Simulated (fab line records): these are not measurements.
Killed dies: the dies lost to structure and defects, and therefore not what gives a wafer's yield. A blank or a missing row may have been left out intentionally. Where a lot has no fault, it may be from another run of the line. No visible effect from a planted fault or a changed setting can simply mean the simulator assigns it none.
Which tool did it? || flow nand_harc || 33 wafers from 11 lots sampled at 5 of the route's 1302 steps

== WHAT THE GAUGES READ, wafer by wafer ==
NHARC_P_M0_THK_MEAS_24: measures by xrf.
{"lot": "L925", "measured": "day 6 08:13", "on": "film_metro-01", "thk_nm (nm)": "116.4 116.2 118.9"}
{"lot": "L924", "measured": "day 6 09:01", "on": "film_metro-01", "thk_nm (nm)": "118.3 117.3 120.2"}
{"lot": "L926", "measured": "day 7 04:43", "on": "film_metro-01", "thk_nm (nm)": "118.1 116.6 118.0"}
{"lot": "L935", "measured": "day 10 14:56", "on": "film_metro-02", "thk_nm (nm)": "115.2 116.4 117.2"}
{"lot": "L936", "measured": "day 11 07:59", "on": "film_metro-01", "thk_nm (nm)": "118.1 115.6 116.8"}
{"lot": "L940", "measured": "day 12 20:33", "on": "film_metro-01", "thk_nm (nm)": "117.3 115.7 118.2"}
{"lot": "L943", "measured": "day 14 06:54", "on": "film_metro-02", "thk_nm (nm)": "119.0 115.3 118.8"}
{"lot": "L944", "measured": "day 14 11:55", "on": "film_metro-02", "thk_nm (nm)": "115.5 117.4 115.7"}
{"lot": "L945", "measured": "day 14 18:09", "on": "film_metro-02", "thk_nm (nm)": "119.0 117.6 118.3"}
{"lot": "L946", "measured": "day 15 15:08", "on": "film_metro-01", "thk_nm (nm)": "116.3 112.7 118.0"}
{"lot": "L947", "measured": "day 15 15:40", "on": "film_metro-01", "thk_nm (nm)": "119.3 115.8 116.9"}

NHARC_P_M1_THK_MEAS_24: measures by xrf.
{"lot": "L925", "measured": "day 6 12:43", "on": "film_metro-02", "thk_nm (nm)": "160.1 157.1 159.1"}
{"lot": "L924", "measured": "day 6 13:16", "on": "film_metro-02", "thk_nm (nm)": "159.1 158.2 156.1"}
{"lot": "L926", "measured": "day 7 08:46", "on": "film_metro-02", "thk_nm (nm)": "157.2 159.7 157.5"}
{"lot": "L935", "measured": "day 10 18:56", "on": "film_metro-01", "thk_nm (nm)": "157.8 158.4 157.7"}
{"lot": "L936", "measured": "day 11 12:00", "on": "film_metro-02", "thk_nm (nm)": "157.7 158.0 157.8"}
{"lot": "L940", "measured": "day 13 00:48", "on": "film_metro-01", "thk_nm (nm)": "157.4 159.8 156.3"}
{"lot": "L943", "measured": "day 14 11:22", "on": "film_metro-01", "thk_nm (nm)": "157.5 157.3 156.9"}
{"lot": "L944", "measured": "day 14 16:24", "on": "film_metro-02", "thk_nm (nm)": "156.7 154.5 155.9"}
{"lot": "L945", "measured": "day 14 22:25", "on": "film_metro-01", "thk_nm (nm)": "158.9 160.1 159.5"}
{"lot": "L946", "measured": "day 15 19:14", "on": "film_metro-01", "thk_nm (nm)": "156.7 157.6 157.2"}
{"lot": "L947", "measured": "day 15 20:09", "on": "film_metro-01", "thk_nm (nm)": "157.6 158.7 156.1"}

NHARC_END_SORT_01.
{"lot": "L925", "measured": "day 24 10:09", "on": "prober-01", "defect_limited_yield (%)": "95.4 97.0 96.0", "killed_at_array": "27 17 21", "killed_at_other": "1 2 0", "killed_at_periphery": "3 1 6", "killed_dies": "31 20 27", "killed_open": "3 1 5", "killed_short": "3 4 2"}
{"lot": "L924", "measured": "day 24 10:59", "on": "prober-02", "defect_limited_yield (%)": "90.5 90.4 87.4", "killed_at_array": "63 64 81", "killed_at_other": "0 1 0", "killed_at_periphery": "1 0 4", "killed_dies": "64 65 85", "killed_open": "2 3 3", "killed_short": "2 1 5"}
{"lot": "L926", "measured": "day 25 16:57", "on": "prober-01", "defect_limited_yield (%)": "90.0 90.8 90.7", "killed_at_array": "60 54 54", "killed_at_other": "2 3 1", "killed_at_periphery": "6 5 8", "killed_dies": "68 62 63", "killed_open": "3 7 3", "killed_short": "1 1 2"}
{"lot": "L935", "measured": "day 29 12:19", "on": "prober-02", "defect_limited_yield (%)": "91.0 91.9 92.2", "killed_at_array": "50 45 46", "killed_at_other": "4 5 0", "killed_at_periphery": "7 5 7", "killed_dies": "61 55 53", "killed_open": "7 2 3", "killed_short": "2 3 0"}
{"lot": "L936", "measured": "day 30 13:32", "on": "prober-01", "defect_limited_yield (%)": "88.2 88.8 87.7", "killed_at_array": "75 72 80", "killed_at_other": "0 0 0", "killed_at_periphery": "5 4 3", "killed_dies": "80 76 83", "killed_open": "3 2 3", "killed_short": "2 5 4"}
{"lot": "L940", "measured": "day 31 01:46", "on": "prober-01", "defect_limited_yield (%)": "90.8 89.2 89.4", "killed_at_array": "54 68 64", "killed_at_other": "1 3 1", "killed_at_periphery": "7 2 7", "killed_dies": "62 73 72", "killed_open": "1 3 4", "killed_short": "1 3 0"}
{"lot": "L943", "measured": "day 32 20:09", "on": "prober-01", "defect_limited_yield (%)": "94.5 94.5 95.6", "killed_at_array": "34 35 28", "killed_at_other": "0 0 0", "killed_at_periphery": "3 2 2", "killed_dies": "37 37 30", "killed_open": "5 2 2", "killed_short": "0 2 2"}
{"lot": "L944", "measured": "day 33 03:10", "on": "prober-01", "defect_limited_yield (%)": "84.6 85.5 88.2", "killed_at_array": "99 93 78", "killed_at_other": "4 4 0", "killed_at_periphery": "1 1 2", "killed_dies": "104 98 80", "killed_open": "1 3 0", "killed_short": "1 5 4"}
{"lot": "L945", "measured": "day 33 02:40", "on": "prober-02", "defect_limited_yield (%)": "90.5 92.6 92.2", "killed_at_array": "59 46 45", "killed_at_other": "3 0 3", "killed_at_periphery": "2 4 5", "killed_dies": "64 50 53", "killed_open": "4 3 1", "killed_short": "0 3 0"}
{"lot": "L946", "measured": "day 33 22:32", "on": "prober-01", "defect_limited_yield (%)": "90.0 84.8 86.7", "killed_at_array": "61 97 83", "killed_at_other": "2 4 2", "killed_at_periphery": "5 2 5", "killed_dies": "68 103 90", "killed_open": "3 5 2", "killed_short": "2 3 2"}
{"lot": "L947", "measured": "day 34 07:28", "on": "prober-02", "defect_limited_yield (%)": "94.2 95.9 95.6", "killed_at_array": "39 26 29", "killed_at_other": "0 0 0", "killed_at_periphery": "0 2 1", "killed_dies": "39 28 30", "killed_open": "4 2 0", "killed_short": "6 1 4"}

== EACH LOT AND THE TOOL THAT RAN IT (in order: tool; ch and the chambers of the sampled wafers; start) ==
{"lot": "L925", "NHARC_P_M0_CMP_23": "cmp-02 ch 0,1, day 6 07:54", "NHARC_P_M1_ETCH_28": "rie_diel-13 ch 0,3, day 6 10:37"}
{"lot": "L924", "NHARC_P_M0_CMP_23": "cmp-04 ch 0,1,2, day 6 08:43", "NHARC_P_M1_ETCH_28": "rie_diel-12 ch 0,2,3, day 6 11:29"}
{"lot": "L926", "NHARC_P_M0_CMP_23": "cmp-02 ch 1,2,3, day 7 04:27", "NHARC_P_M1_ETCH_28": "rie_diel-12 ch 0,1, day 7 06:58"}
{"lot": "L935", "NHARC_P_M0_CMP_23": "cmp-04 ch 0,2,3, day 10 14:37", "NHARC_P_M1_ETCH_28": "rie_diel-06 ch 0,1,2, day 10 17:08"}
{"lot": "L936", "NHARC_P_M0_CMP_23": "cmp-04 ch 0,2,3, day 11 07:44", "NHARC_P_M1_ETCH_28": "rie_diel-06 ch 0,1,2, day 11 10:14"}
{"lot": "L940", "NHARC_P_M0_CMP_23": "cmp-02 ch 1,2,3, day 12 20:16", "NHARC_P_M1_ETCH_28": "rie_diel-12 ch 2,3, day 12 23:00"}
{"lot": "L943", "NHARC_P_M0_CMP_23": "cmp-01 ch 2,3, day 14 06:37", "NHARC_P_M1_ETCH_28": "rie_diel-13 ch 0,1,3, day 14 09:19"}
{"lot": "L944", "NHARC_P_M0_CMP_23": "cmp-04 ch 0,2,3, day 14 11:36", "NHARC_P_M1_ETCH_28": "rie_diel-06 ch 0,1,2, day 14 14:35"}
{"lot": "L945", "NHARC_P_M0_CMP_23": "cmp-01 ch 0,2, day 14 17:50", "NHARC_P_M1_ETCH_28": "rie_diel-13 ch 1,2,3, day 14 20:37"}
{"lot": "L946", "NHARC_P_M0_CMP_23": "cmp-01 ch 1,2,3, day 15 14:55", "NHARC_P_M1_ETCH_28": "rie_diel-06 ch 0,2,3, day 15 17:25"}
{"lot": "L947", "NHARC_P_M0_CMP_23": "cmp-04 ch 1,3, day 15 15:23", "NHARC_P_M1_ETCH_28": "rie_diel-06 ch 1,3, day 15 18:22"}
- NHARC_P_M0_CMP_23: polishes, t overpolish 20 s, target thk 117.54 nm.
- NHARC_P_M1_ETCH_28: etches the open film in CF4/N2, target depth 30 nm, time 72.99 s.

== AS READ BY THE TOOLS THEMSELVES (means over the sampled wafers that have a number; for cases with no such wafer, the mark the record gives instead) ==
NHARC_P_M0_CMP_23.
{"lot": "L925", "tool": "cmp-02", "motor_current_A (A)": 13.5, "time_to_endpoint_s (s)": 31.1}
{"lot": "L924", "tool": "cmp-04", "motor_current_A (A)": 12.5, "time_to_endpoint_s (s)": 28.8}
{"lot": "L926", "tool": "cmp-02", "motor_current_A (A)": 13.0, "time_to_endpoint_s (s)": 30.2}
{"lot": "L935", "tool": "cmp-04", "motor_current_A (A)": 12.1, "time_to_endpoint_s (s)": 28.5}
{"lot": "L936", "tool": "cmp-04", "motor_current_A (A)": 12.0, "time_to_endpoint_s (s)": 28.0}
{"lot": "L940", "tool": "cmp-02", "motor_current_A (A)": 12.0, "time_to_endpoint_s (s)": 25.7}
{"lot": "L943", "tool": "cmp-01", "motor_current_A (A)": 12.3, "time_to_endpoint_s (s)": 31.3}
{"lot": "L944", "tool": "cmp-04", "motor_current_A (A)": 11.6, "time_to_endpoint_s (s)": 29.0}
{"lot": "L945", "tool": "cmp-01", "motor_current_A (A)": 12.4, "time_to_endpoint_s (s)": 30.0}
{"lot": "L946", "tool": "cmp-01", "motor_current_A (A)": 14.0, "time_to_endpoint_s (s)": 30.2}
{"lot": "L947", "tool": "cmp-04", "motor_current_A (A)": 11.2, "time_to_endpoint_s (s)": 31.7}

NHARC_P_M1_ETCH_28.
{"lot": "L925", "tool": "rie_diel-13", "drypump_motor_current_A (A)": 5.5, "mfc_ar_sccm (sccm)": 150.2, "oes_product_au (a.u.)": 1.004, "rf_fwd_power_W (W)": 296.9, "rf_vpp_V (V)": 315.6, "run_length_s (s)": 94.3, "showerhead_plenum_p_Torr (Torr)": 2.68, "throttle_valve_pct (%)": 19.800}
{"lot": "L924", "tool": "rie_diel-12", "drypump_motor_current_A (A)": 5.3, "mfc_ar_sccm (sccm)": 149.9, "oes_product_au (a.u.)": 0.992, "rf_fwd_power_W (W)": 296.8, "rf_vpp_V (V)": 314.4, "run_length_s (s)": 94.3, "showerhead_plenum_p_Torr (Torr)": 2.63, "throttle_valve_pct (%)": 19.778}
{"lot": "L926", "tool": "rie_diel-12", "drypump_motor_current_A (A)": 5.7, "mfc_ar_sccm (sccm)": 150.0, "oes_product_au (a.u.)": 0.993, "rf_fwd_power_W (W)": 297.7, "rf_vpp_V (V)": 315.7, "run_length_s (s)": 95.0, "showerhead_plenum_p_Torr (Torr)": 2.70, "throttle_valve_pct (%)": 19.800}
{"lot": "L935", "tool": "rie_diel-06", "drypump_motor_current_A (A)": 5.9, "mfc_ar_sccm (sccm)": 150.3, "oes_product_au (a.u.)": 0.996, "rf_fwd_power_W (W)": 297.9, "rf_vpp_V (V)": 313.6, "run_length_s (s)": 88.2, "showerhead_plenum_p_Torr (Torr)": 2.56, "throttle_valve_pct (%)": 19.795}
{"lot": "L936", "tool": "rie_diel-06", "drypump_motor_current_A (A)": 5.9, "mfc_ar_sccm (sccm)": 150.0, "oes_product_au (a.u.)": 1.005, "rf_fwd_power_W (W)": 297.9, "rf_vpp_V (V)": 313.2, "run_length_s (s)": 88.2, "showerhead_plenum_p_Torr (Torr)": 2.56, "throttle_valve_pct (%)": 19.794}
{"lot": "L940", "tool": "rie_diel-12", "drypump_motor_current_A (A)": 5.2, "mfc_ar_sccm (sccm)": 149.6, "oes_product_au (a.u.)": 0.998, "rf_fwd_power_W (W)": 296.6, "rf_vpp_V (V)": 313.1, "run_length_s (s)": 94.3, "showerhead_plenum_p_Torr (Torr)": 2.53, "throttle_valve_pct (%)": 19.798}
{"lot": "L943", "tool": "rie_diel-13", "drypump_motor_current_A (A)": 5.6, "mfc_ar_sccm (sccm)": 150.2, "oes_product_au (a.u.)": 0.998, "rf_fwd_power_W (W)": 298.0, "rf_vpp_V (V)": 314.2, "run_length_s (s)": 94.1, "showerhead_plenum_p_Torr (Torr)": 2.62, "throttle_valve_pct (%)": 19.797}
{"lot": "L944", "tool": "rie_diel-06", "drypump_motor_current_A (A)": 5.9, "mfc_ar_sccm (sccm)": 149.7, "oes_product_au (a.u.)": 1.001, "rf_fwd_power_W (W)": 297.6, "rf_vpp_V (V)": 314.0, "run_length_s (s)": 94.7, "showerhead_plenum_p_Torr (Torr)": 2.56, "throttle_valve_pct (%)": 19.796}
{"lot": "L945", "tool": "rie_diel-13", "drypump_motor_current_A (A)": 5.5, "mfc_ar_sccm (sccm)": 150.1, "oes_product_au (a.u.)": 0.996, "rf_fwd_power_W (W)": 298.0, "rf_vpp_V (V)": 314.8, "run_length_s (s)": 94.2, "showerhead_plenum_p_Torr (Torr)": 2.64, "throttle_valve_pct (%)": 19.792}
{"lot": "L946", "tool": "rie_diel-06", "drypump_motor_current_A (A)": 5.8, "mfc_ar_sccm (sccm)": 149.7, "oes_product_au (a.u.)": 1.003, "rf_fwd_power_W (W)": 296.8, "rf_vpp_V (V)": 313.7, "run_length_s (s)": 94.9, "showerhead_plenum_p_Torr (Torr)": 2.62, "throttle_valve_pct (%)": 19.790}
{"lot": "L947", "tool": "rie_diel-06", "drypump_motor_current_A (A)": 5.5, "mfc_ar_sccm (sccm)": 150.0, "oes_product_au (a.u.)": 1.007, "rf_fwd_power_W (W)": 297.4, "rf_vpp_V (V)": 311.9, "run_length_s (s)": 95.0, "showerhead_plenum_p_Torr (Torr)": 2.51, "throttle_valve_pct (%)": 19.796}

== THE ANSWER, worked out from the rows above alone ==
Rule: the lots themselves supply what counts as usual. Put in order of their means at a reading, lots are off if they are a third of the lots or fewer, leave a main group of 4 or more, and stand apart from it by a gap of 3 or more times the standard deviation of the main group's means; of several such gaps the widest counts. A main group whose means are all the same, to the digits that the tables above print for the reading, isn't used. A lot without any number at a reading at which 4 lots or more have one is off too. Any other lot the step has rows for is counted as sound. Order of review: gauges by route order, followed by the tools' own readings, for which a lot's mean as printed above is used. The first step at which some lot is off is used, and at that step the reading that is off furthest; a lot without a number counts as furthest.
Off: L935, L936 (NHARC_P_M1_ETCH_28, run_length_s). The main group: mean 94.5 s, standard deviation 0.34.
A tool fits if, at that step or a process step before it, it ran every lot that is off, and no sound lot after the first of them. No candidate that was tried fits.

== WHAT WAS PUT IN BY THE SIMULATOR ==
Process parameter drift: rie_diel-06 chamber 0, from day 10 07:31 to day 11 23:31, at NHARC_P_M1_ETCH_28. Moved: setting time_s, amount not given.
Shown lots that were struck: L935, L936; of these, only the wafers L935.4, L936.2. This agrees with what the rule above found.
